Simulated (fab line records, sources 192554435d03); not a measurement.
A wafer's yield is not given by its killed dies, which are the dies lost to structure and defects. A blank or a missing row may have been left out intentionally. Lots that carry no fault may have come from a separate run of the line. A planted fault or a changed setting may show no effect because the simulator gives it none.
Matching of chambers	flow n5_finfet	4 sister chambers for N5_DUMMY_GATE_ETCH_36 on rie_diel-04
The step etches SiARC in CF4, target depth 13 nm. 22 wafers are shown with their chamber, then 11 later ones without.

== WAFERS WITH THEIR CHAMBER ==
wafer	chamber	drypump_motor_current_A (A)	showerhead_plenum_p_Torr (Torr)	throttle_valve_pct (%)
L074.4	2	6.2	2.10	15.46
L074.5	3	5.9	2.22	15.82
L074.6	2	6.2	2.10	15.45
L075.2	3	5.9	2.22	15.83
L075.4	2	6.2	2.10	15.46
L075.6	0	5.6	2.22	15.73
L078.2	0	5.6	2.22	15.75
L078.5	1	6.3	2.21	15.81
L078.6	2	6.2	2.09	15.47
L083.1	1	6.3	2.21	15.83
L083.3	2	6.2	2.09	14.95
L083.4	3	5.9	2.21	15.89
L084.2	3	5.9	2.21	15.86
L084.4	0	5.6	2.21	15.77
L084.6	3	5.9	2.21	15.88
L087.3	2	6.2	2.09	14.97
L087.4	3	5.9	2.21	15.87
L087.5	2	6.2	2.09	14.96
L088.2	0	5.7	2.21	15.77
L088.4	3	5.9	2.21	15.89
L088.5	3	5.9	2.21	15.92
L090.3	3	5.9	2.21	15.92

SIGNATURES (means of the wafers above)
reading	chamber 0	chamber 1	chamber 2	chamber 3	scatter within a chamber
drypump_motor_current_A	5.625	6.300	6.200	5.900	0.0204
showerhead_plenum_p_Torr	2.2150	2.2100	2.0943	2.2122	0.00487
throttle_valve_pct	15.7550	15.8200	15.2457	15.8756	0.156
Rule: for a wafer and a chamber, the distance is found by dividing, reading by reading, the gap between the wafer's reading and the chamber's mean by the reading's scatter, squaring, summing and taking the root. The wafer belongs to the nearest chamber; if the next one is less than 2 further off, it can't be placed. The scatter: the root of (the sum of the squares of (reading less its chamber's mean) over the shown wafers, divided by (wafers less chambers)).

== WAFERS WHOSE CHAMBER IS MISSING ==
wafer	drypump_motor_current_A (A)	showerhead_plenum_p_Torr (Torr)	throttle_valve_pct (%)
L090.4	6.3	2.21	15.84
L090.5	6.3	2.21	15.86
L092.1	6.3	2.21	15.87
L092.2	5.7	2.21	15.79
L092.3	6.2	2.09	14.98
L094.1	6.3	2.20	15.86
L094.5	5.6	2.20	15.82
L094.6	5.9	2.21	15.92
L096.1	5.6	2.20	15.82
L096.2	6.2	2.08	15.01
L096.4	5.6	2.20	15.81

== WHICH CHAMBER EACH WENT THROUGH ==
wafer	from the rows above	in truth
L090.4	1	1
L090.5	1	1
L092.1	1	1
L092.2	0	0
L092.3	2	2
L094.1	1	1
L094.5	0	0
L094.6	3	3
L096.1	0	0
L096.2	2	2
L096.4	0	0
Placed correctly: 11 of 11. Number that these rows cannot place: 0. Placed wrongly: 0.
